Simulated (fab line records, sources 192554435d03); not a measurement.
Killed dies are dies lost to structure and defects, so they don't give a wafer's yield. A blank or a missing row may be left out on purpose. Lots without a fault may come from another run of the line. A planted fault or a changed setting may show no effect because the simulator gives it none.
Chamber matching | flow n5_finfet | N5_BEOL_M6_ALD_77 on ald_metal-02: 4 sister chambers
The step deposits TaN, target thk 2 nm, pulse time 2 s, purge time 3 s. 4 wafers are shown with their chamber, then 9 later ones without.

WAFERS WITH THEIR CHAMBER
wafer  | chamber | heater_power_w (W)
L086.4 | 0       | 458
L088.3 | 1       | 309
L088.4 | 2       | 484
L088.5 | 3       | 321

WAFERS WITHOUT THEIR CHAMBER
wafer  | heater_power_w (W)
L090.1 | 317
L090.2 | 479
L090.3 | 308
L091.1 | 474
L091.5 | 480
L091.6 | 323
L094.2 | 318
L094.3 | 298
L094.5 | 314

WHICH CHAMBER EACH WENT THROUGH
wafer  | from the rows above     | in truth
L090.1 | can't be placed: 3 or 1 | 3
L090.2 | 2                       | 2
L090.3 | 1                       | 1
L091.1 | can't be placed: 2 or 0 | 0
L091.5 | 2                       | 2
L091.6 | 3                       | 3
L094.2 | can't be placed: 3 or 1 | 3
L094.3 | 1                       | 1
L094.5 | can't be placed: 1 or 3 | 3
Placed correctly: 5 of 9. Can't be placed from these rows: 4 (the true chamber is among the candidates in 4). Placed wrongly: 0.
How it was worked out, from the rows above alone: a wafer's distance from a chamber is the root of the sum, over the readings, of the square of ((its reading less the chamber's mean) divided by the reading's scatter). The wafer belongs to the nearest chamber; if the next one is less than 2 further off, it can't be placed. A chamber's mean is the mean of its shown wafers. The scatter: with one shown wafer a chamber, the root of the mean of the squares of how far each hidden wafer lies from its nearest shown one.
